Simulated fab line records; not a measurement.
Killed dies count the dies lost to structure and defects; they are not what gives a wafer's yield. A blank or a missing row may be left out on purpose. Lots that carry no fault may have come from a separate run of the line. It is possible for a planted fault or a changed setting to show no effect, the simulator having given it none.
Matching of chambers | flow nandHarc | 4 sister chambers for NHARC_A_BONDPAD_STRIP_15 on rieDiel-10
The step strips in O2. 8 wafers are shown with their chamber, then 7 later ones without.

WAFERS PAIRED WITH THEIR CHAMBERS
wafer  | chamber | showerheadPlenumPTorr (Torr) | oesProductAu (a.u.)
L870.3 | 0       | 3.55                         | 0.994
L870.4 | 3       | 3.48                         | 1.012
L874.2 | 1       | 3.59                         | 0.991
L882.1 | 0       | 3.54                         | 1.007
L882.4 | 2       | 3.72                         | 0.989
L882.6 | 2       | 3.72                         | 0.984
L884.3 | 1       | 3.58                         | 0.981
L884.5 | 3       | 3.47                         | 1.014

WAFERS WHOSE CHAMBER IS MISSING
wafer  | showerheadPlenumPTorr (Torr) | oesProductAu (a.u.)
L884.6 | 3.54                         | 1.010
L886.1 | 3.72                         | 0.993
L886.3 | 3.47                         | 0.995
L886.5 | 3.71                         | 0.985
L891.2 | 3.46                         | 1.006
L891.3 | 3.71                         | 0.999
L891.5 | 3.58                         | 0.978

THE CHAMBER EACH PASSED THROUGH
wafer  | from the rows above | in truth
L884.6 | 0                   | 0
L886.1 | 2                   | 2
L886.3 | 3                   | 3
L886.5 | 2                   | 2
L891.2 | 3                   | 3
L891.3 | 2                   | 2
L891.5 | 1                   | 1
Correct placement for 7 of the 7. From these rows, 0 cannot be placed. Number placed wrongly: 0.
How it was worked out, from the rows above alone: a wafer's distance from a chamber is the root of the sum, over the readings, of the square of ((its reading less the chamber's mean) divided by the reading's scatter). If the next closest chamber is less than 2 further off than the closest, the wafer can't be placed; otherwise it belongs to the closest. Each chamber's mean is taken over the wafers shown for it. The scatter: the root of (the sum of the squares of (reading less its chamber's mean) over the shown wafers, divided by (wafers less chambers)).
